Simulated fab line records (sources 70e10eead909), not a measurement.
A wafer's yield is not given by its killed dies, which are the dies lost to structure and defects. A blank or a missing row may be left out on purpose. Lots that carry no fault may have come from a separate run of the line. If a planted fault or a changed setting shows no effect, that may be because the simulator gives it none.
Chamber matching -- flow nand_harc -- 3 sister chambers for NHARC_A_STAIRCASE_DEP_301 on pecvd-02
The step deposits SiON, target thk 30 nm. 6 wafers are shown with their chamber, then 8 later ones without.

== WAFERS PAIRED WITH THEIR CHAMBERS ==
wafer,chamber,heater_power_w (W)
L081.6,2,785
L081.2,2,753
L081.5,1,867
L082.5,0,609
L082.6,1,814
L091.1,0,561

== WAFERS MISSING THEIR CHAMBER ==
wafer,heater_power_w (W)
L091.3,790
L091.4,799
L090.1,858
L090.5,897
L090.6,570
L095.1,860
L095.2,535
L095.4,540

== THE CHAMBER EACH PASSED THROUGH ==
wafer,from the rows above,in truth
L091.3,can't be placed: 2 or 1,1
L091.4,can't be placed: 2 or 1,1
L090.1,1,1
L090.5,1,1
L090.6,0,0
L095.1,1,1
L095.2,0,0
L095.4,0,0
Placed correctly: 6 of 8. From these rows, 2 cannot be placed; in 2 the true chamber is one of the candidates. Wrongly placed: 0.
How it was worked out, from the rows above alone: a wafer's distance from a chamber is the root of the sum, over the readings, of the square of ((its reading less the chamber's mean) divided by the reading's scatter). If the next closest chamber is less than 2 further off than the closest, the wafer can't be placed; otherwise it belongs to the closest. Each chamber's mean is taken over the wafers shown for it. The scatter: take each reading less its chamber's mean, square it, sum over the shown wafers, divide by the number of wafers less the number of chambers, and take the root.
